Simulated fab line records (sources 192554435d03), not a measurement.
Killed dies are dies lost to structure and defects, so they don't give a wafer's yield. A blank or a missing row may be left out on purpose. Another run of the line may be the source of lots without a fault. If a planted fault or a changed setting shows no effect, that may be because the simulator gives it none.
3 desks, one fault :: flow n5-finfet :: each desk has only its own numbers; what lay behind them comes last

== DESK OF THE TOOL OWNER: ald-metal-01 ==
The tool's own readings at N5_HKMG_FIN_ALD_36 (deposits TiN, target thk 1 nm, pulse time 1 s, purge time 3 s): means of the sampled wafers that have a number, for each lot that ran on this tool. Any lot whose mean is over 4 standard deviations away from the usual mean is out of limits and marked OUT; that distance is given in the brackets.
Columns: A = heater-power-outer-w at N5_HKMG_FIN_ALD_36, usual 502 W; B = heater-power-w at N5_HKMG_FIN_ALD_36, usual 823 W; C = precursor-pulse-height-rel at N5_HKMG_FIN_ALD_36, usual 1.002
lot: L881
first seen here: day 5 15:56
A: 468
B: 794
C: 0.986

lot: L882
first seen here: day 5 22:02
A: 467
B: 772
C: 0.994

lot: L892
first seen here: day 8 10:53
A: 466
B: 789
C: 1.006
This desk's finding: nothing out of limits on any of the 3 lots.

== THE DEFECT DESK ==
Inspection counts along the route, by lot: the mean over sampled wafers that carry a number. Any lot whose mean is over 4 standard deviations away from the usual mean is out of limits and marked OUT; that distance is given in the brackets.
Columns: A = raw-defect-count at N5_HKMG_FIN_INSPECT_61, usual 2.2
lot: L875
first seen here: day 3 23:50
A: 0.7

lot: L878
first seen here: day 4 15:27
A: 2.0

lot: L879
first seen here: day 5 00:35
A: 3.0

lot: L881
first seen here: day 5 13:38
A: 2.0

lot: L882
first seen here: day 5 19:42
A: 2.3

lot: L891
first seen here: day 7 22:47
A: 1.7

lot: L892
first seen here: day 8 08:43
A: 2.3

lot: L894
first seen here: day 8 19:50
A: 3.0

lot: L897
first seen here: day 9 11:06
A: 1.7
This desk's finding: nothing out of limits on any of the 9 lots.

== THE METROLOGY DESK ==
What the gauges read for every lot (on any tool): the sampled wafers with a number, averaged. Any lot whose mean is over 4 standard deviations away from the usual mean is out of limits and marked OUT; that distance is given in the brackets. Only the readings that lie furthest out on some lot appear, 7 of the 14 it has.
Columns: A = IOFF_P at N5_BEOL_M4_RC_MEAS_101, usual 0.22 nA/um; B = IOFF_P_LIN at N5_BEOL_M4_RC_MEAS_101, usual 0.103 nA/um; C = IOFF_P_LONG at N5_BEOL_M4_RC_MEAS_101, usual 0.000105 nA/um; D = ION_P at N5_BEOL_M4_RC_MEAS_101, usual 466 uA/um; E = VT_P at N5_BEOL_M4_RC_MEAS_101, usual -250 mV; F = VT_P_LONG at N5_BEOL_M4_RC_MEAS_101, usual -276 mV; G = VT_P_LVT at N5_BEOL_M4_RC_MEAS_101, usual -98.6 mV
lot: L875
first seen here: day 7 12:11
A: 0.22
B: 0.103
C: 0.000105
D: 461
E: -251
F: -276
G: -96.3

lot: L879
first seen here: day 8 11:34
A: 0.24
B: 0.107
C: 0.000105
D: 468
E: -249
F: -275
G: -97.3

lot: L878
first seen here: day 8 13:56
A: 0.27
B: 0.123
C: 0.000120
D: 482
E: -245
F: -272
G: -94.7

lot: L881
first seen here: day 9 06:04
A: 0.22
B: 0.103
C: 0.000108
D: 467
E: -248
F: -274
G: -95.5

lot: L882
first seen here: day 9 15:16
A: 0.24
B: 0.112
C: 0.000105
D: 472
E: -246
F: -275
G: -98.3

lot: L891
first seen here: day 11 22:59
A: 0.23
B: 0.108
C: 0.000119
D: 468
E: -248
F: -272
G: -97.2

lot: L892
first seen here: day 12 05:23
A: 0.26
B: 0.124
C: 0.000127
D: 477
E: -245
F: -268
G: -93.2

lot: L894
first seen here: day 12 11:42
A: 0.19
B: 0.090
C: 0.000098
D: 458
E: -252
F: -278
G: -100.9

lot: L897
first seen here: day 13 08:35
A: 0.22
B: 0.106
C: 0.000113
D: 472
E: -248
F: -273
G: -96.6
This desk's finding: nothing out of limits on any of the 9 lots.

== BROUGHT TOGETHER ==
The tool owner's desk saw nothing out of limits.
No out-of-limits result turned up at the defect desk.
Nothing out of limits was seen by the metrology desk.

== WHAT WAS PUT IN BY THE SIMULATOR ==
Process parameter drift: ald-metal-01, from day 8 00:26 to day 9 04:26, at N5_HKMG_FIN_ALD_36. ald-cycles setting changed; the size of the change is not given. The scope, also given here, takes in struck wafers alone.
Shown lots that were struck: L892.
